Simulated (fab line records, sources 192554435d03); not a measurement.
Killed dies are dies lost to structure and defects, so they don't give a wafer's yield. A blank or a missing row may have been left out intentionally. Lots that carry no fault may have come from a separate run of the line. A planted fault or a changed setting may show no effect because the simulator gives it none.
What tool caused it? / flow n5-finfet / 12 lots with 33 wafers sampled at 2 steps, on a route of 1938 steps

== WHAT EACH GAUGE READ, for each wafer ==
N5_WELL_APT_INSPECT_38: inspects for defects (darkfield).
lot=L799; measured=day 1 16:59; on=defect-inspect-02; raw-defect-count=13 13 11
lot=L800; measured=day 2 03:10; on=defect-inspect-01; raw-defect-count=16 15 23
lot=L802; measured=day 2 11:07; on=defect-inspect-02; raw-defect-count=11 12 14
lot=L803; measured=day 2 16:59; on=defect-inspect-02; raw-defect-count=14 9 14
lot=L804; measured=day 3 01:38; on=defect-inspect-01; raw-defect-count=12 16
lot=L805; measured=day 3 06:24; on=defect-inspect-02; raw-defect-count=10 16
lot=L811; measured=day 4 17:40; on=defect-inspect-02; raw-defect-count=13 10 12
lot=L812; measured=day 4 23:01; on=defect-inspect-01; raw-defect-count=16 18 14
lot=L814; measured=day 5 10:46; on=defect-inspect-02; raw-defect-count=9 12 12
lot=L818; measured=day 6 11:22; on=defect-inspect-01; raw-defect-count=5 15 11
lot=L820; measured=day 6 22:50; on=defect-inspect-01; raw-defect-count=6 11
lot=L821; measured=day 7 05:34; on=defect-inspect-02; raw-defect-count=15 6 12

== WHICH TOOL RAN EACH LOT (tool, then ch and the chambers of the sampled wafers, then the start) ==
lot=L799; N5_WELL_APT_DESCUM_30=rie-diel-04 ch 0,1,3, day 1 15:08
lot=L800; N5_WELL_APT_DESCUM_30=rie-diel-05 ch 1,3, day 1 21:07
lot=L802; N5_WELL_APT_DESCUM_30=rie-diel-03 ch 0,1,3, day 2 09:16
lot=L803; N5_WELL_APT_DESCUM_30=rie-diel-05 ch 0,1,3, day 2 14:56
lot=L804; N5_WELL_APT_DESCUM_30=rie-diel-03 ch 1,2, day 2 23:29
lot=L805; N5_WELL_APT_DESCUM_30=rie-diel-05 ch 2, day 3 04:33
lot=L811; N5_WELL_APT_DESCUM_30=rie-diel-03 ch 0,1,2, day 4 15:31
lot=L812; N5_WELL_APT_DESCUM_30=rie-diel-05 ch 1,2,3, day 4 20:55
lot=L814; N5_WELL_APT_DESCUM_30=rie-diel-03 ch 0,2, day 5 08:55
lot=L818; N5_WELL_APT_DESCUM_30=rie-diel-03 ch 0,2,3, day 6 09:32
lot=L820; N5_WELL_APT_DESCUM_30=rie-diel-05 ch 2,3, day 6 21:00
lot=L821; N5_WELL_APT_DESCUM_30=rie-diel-03 ch 0,1,2, day 7 03:44
- N5_WELL_APT_DESCUM_30: chemistry O2, time 7.9 s.

== AS READ BY THE TOOLS THEMSELVES (means over the sampled wafers that have a number; for cases with no such wafer, the mark the record gives instead) ==
N5_WELL_APT_DESCUM_30.
lot=L799; tool=rie-diel-04; drypump-motor-current-A (A)=5.9; oes-product-au (a.u.)=0.74; rf-vpp-V (V)=241.8; showerhead-plenum-p-Torr (Torr)=2.00; throttle-valve-pct (%)=20.7
lot=L800; tool=rie-diel-05; drypump-motor-current-A (A)=5.3; oes-product-au (a.u.)=0.81; rf-vpp-V (V)=243.6; showerhead-plenum-p-Torr (Torr)=2.13; throttle-valve-pct (%)=20.4
lot=L802; tool=rie-diel-03; drypump-motor-current-A (A)=5.6; oes-product-au (a.u.)=0.72; rf-vpp-V (V)=243.5; showerhead-plenum-p-Torr (Torr)=2.11; throttle-valve-pct (%)=20.7
lot=L803; tool=rie-diel-05; drypump-motor-current-A (A)=5.5; oes-product-au (a.u.)=0.78; rf-vpp-V (V)=243.8; showerhead-plenum-p-Torr (Torr)=2.13; throttle-valve-pct (%)=20.5
lot=L804; tool=rie-diel-03; drypump-motor-current-A (A)=5.0; oes-product-au (a.u.)=0.69; rf-vpp-V (V)=244.6; showerhead-plenum-p-Torr (Torr)=2.17; throttle-valve-pct (%)=20.5
lot=L805; tool=rie-diel-05; drypump-motor-current-A (A)=5.8; oes-product-au (a.u.)=0.93; rf-vpp-V (V)=244.1; showerhead-plenum-p-Torr (Torr)=2.14; throttle-valve-pct (%)=20.0
lot=L811; tool=rie-diel-03; drypump-motor-current-A (A)=5.3; oes-product-au (a.u.)=0.69; rf-vpp-V (V)=243.1; showerhead-plenum-p-Torr (Torr)=2.13; throttle-valve-pct (%)=20.7
lot=L812; tool=rie-diel-05; drypump-motor-current-A (A)=5.5; oes-product-au (a.u.)=0.82; rf-vpp-V (V)=243.0; showerhead-plenum-p-Torr (Torr)=2.10; throttle-valve-pct (%)=20.3
lot=L814; tool=rie-diel-03; drypump-motor-current-A (A)=5.2; oes-product-au (a.u.)=0.68; rf-vpp-V (V)=243.3; showerhead-plenum-p-Torr (Torr)=2.12; throttle-valve-pct (%)=20.5
lot=L818; tool=rie-diel-03; drypump-motor-current-A (A)=5.5; oes-product-au (a.u.)=0.70; rf-vpp-V (V)=242.7; showerhead-plenum-p-Torr (Torr)=2.09; throttle-valve-pct (%)=20.6
lot=L820; tool=rie-diel-05; drypump-motor-current-A (A)=5.7; oes-product-au (a.u.)=0.80; rf-vpp-V (V)=242.4; showerhead-plenum-p-Torr (Torr)=2.05; throttle-valve-pct (%)=20.1
lot=L821; tool=rie-diel-03; drypump-motor-current-A (A)=5.3; oes-product-au (a.u.)=0.76; rf-vpp-V (V)=242.8; showerhead-plenum-p-Torr (Torr)=2.13; throttle-valve-pct (%)=20.6

== THE ANSWER, worked out from the rows above alone ==
Rule: the lots themselves supply what counts as usual. Put in order of their means at a reading, lots are off if they are a third of the lots or fewer, leave a main group of 4 or more, and stand apart from it by a gap of 3 or more times the standard deviation of the main group's means; of several such gaps the widest counts. If all means in a main group match to the digits the tables above print for the reading, that group is not used. A lot without any number at a reading at which 4 lots or more have one is off too. All remaining lots with rows at the step are treated as sound. After the gauges, taken in route order, come the tools' own readings; for these a lot's mean is taken, as printed above. At the first step where some lot is off, the reading lying furthest off is the one used; lots without a number count as furthest.
No lot is off at any reading shown: from this, nothing can be told.

== WHAT HAD BEEN PUT IN BY THE SIMULATOR ==
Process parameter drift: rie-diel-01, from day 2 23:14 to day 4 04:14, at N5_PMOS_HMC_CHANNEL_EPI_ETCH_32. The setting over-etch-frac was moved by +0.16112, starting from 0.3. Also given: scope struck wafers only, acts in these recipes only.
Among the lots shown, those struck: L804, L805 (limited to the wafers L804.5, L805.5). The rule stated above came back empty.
